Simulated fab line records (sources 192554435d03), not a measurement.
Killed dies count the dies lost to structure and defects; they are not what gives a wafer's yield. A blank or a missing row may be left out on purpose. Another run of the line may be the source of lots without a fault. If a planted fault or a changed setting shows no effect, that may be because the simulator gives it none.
The same fault as seen by 2 desks | flow n5-finfet | only its own numbers are on each desk; what lay behind them is given at the end

## TOOL OWNER'S DESK, pecvd-04
The tool's own readings at N5_BEOL_M2_DEP_57 (deposits SiCN from 3MS/NH3, target thk 8 nm, time 14 s): means of the sampled wafers that have a number, for each lot that ran on this tool. If a lot's mean is further than 4 standard deviations from the usual mean, the lot is out of limits and carries the mark OUT (the distance appears in the brackets).
Columns: A = showerhead-plenum-p-Torr at N5_BEOL_M2_DEP_57, usual 3.659 Torr; B = throttle-valve-pct at N5_BEOL_M2_DEP_57, usual 8.9 %
lot  | first seen here | A     | B
L924 | day 6 21:26     | 3.653 | 8.7
L927 | day 7 19:33     | 3.660 | 8.8
L928 | day 8 00:37     | 3.664 | 8.6
L934 | day 9 03:55     | 3.653 | 8.7
L944 | day 12 02:32    | 3.656 | 8.4
L946 | day 12 17:36    | 3.659 | 8.8
This desk's verdict: no lot among the 6 shows anything out of limits.

## THE METROLOGY DESK
Means of the sampled wafers that have a number, per lot and without regard to the tool the lot ran on: this is what the gauges read. If a lot's mean is further than 4 standard deviations from the usual mean, the lot is out of limits and carries the mark OUT (the distance appears in the brackets). Shown are 7 of the 14 readings it has, namely the first that went out of limits plus those furthest out on some lot.
Columns: A = M3_THK at N5_BEOL_M3_THK_MEAS_53, usual 40.2 nm; B = M3_RS at N5_BEOL_M3_RS_MEAS_58, usual 0.667 ohm/sq; C = DIBL_N at N5_BEOL_M4_RC_MEAS_101, usual 36.5 mV/V; D = DIBL_P at N5_BEOL_M4_RC_MEAS_101, usual 36.6 mV/V; E = SERP_M3 at N5_BEOL_M4_RC_MEAS_101, usual 190 ohm/um; F = SERP_M3_max_site at N5_BEOL_M4_RC_MEAS_101, usual 202 ohm/um; G = SS_P at N5_BEOL_M4_RC_MEAS_101, usual 73.4 mV/dec
lot  | first seen here | A    | B                | C    | D    | E   | F   | G
L924 | day 7 11:08     | 38.8 | 0.703            | 38.1 | 37.7 | 182 | 192 | 73.4
L928 | day 8 14:43     | 41.0 | 0.661            | 36.7 | 36.7 | 190 | 205 | 73.2
L927 | day 8 15:00     | 41.3 | 0.641            | 34.5 | 35.0 | 183 | 193 | 73.2
L934 | day 9 14:04     | 41.3 | 0.647            | 37.9 | 36.9 | 190 | 201 | 73.7
L932 | day 9 19:13     | 39.2 | 0.684            | 36.8 | 37.6 | 187 | 198 | 73.7
L935 | day 10 07:38    | 39.7 | 0.673            | 39.5 | 39.8 | 198 | 209 | 74.7
L944 | day 12 19:46    | 35.5 | 0.784 (+4.2) OUT | 35.8 | 35.5 | 232 | 246 | 72.5
L946 | day 13 01:03    | 36.7 | 0.749            | 35.6 | 38.4 | 208 | 226 | 73.3
L947 | day 13 07:12    | 40.5 | 0.660            | 36.7 | 36.3 | 190 | 202 | 73.6
This desk reports L944 out of limits; the earliest was L944 at day 12 20:02 (M3_RS at N5_BEOL_M3_RS_MEAS_58). In limits: L924, L928, L927, L934, L932, L935, L946, L947.

## PUT TOGETHER
An alarm was possible from the metrology desk at day 12 20:02, on L944.
Nothing out of limits was seen by the tool owner's desk.
The tool owner's desk has L944 on record, within its limits.
Every lot named ran N5_BEOL_M2_DEP_57 on pecvd-04.

## WHAT THE SIMULATOR HAD PUT IN
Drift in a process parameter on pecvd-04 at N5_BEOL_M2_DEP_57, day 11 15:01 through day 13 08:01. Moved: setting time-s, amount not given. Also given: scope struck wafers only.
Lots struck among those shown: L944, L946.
Hours from the fault's start to each desk's first reading out of limits: the metrology desk, 29.
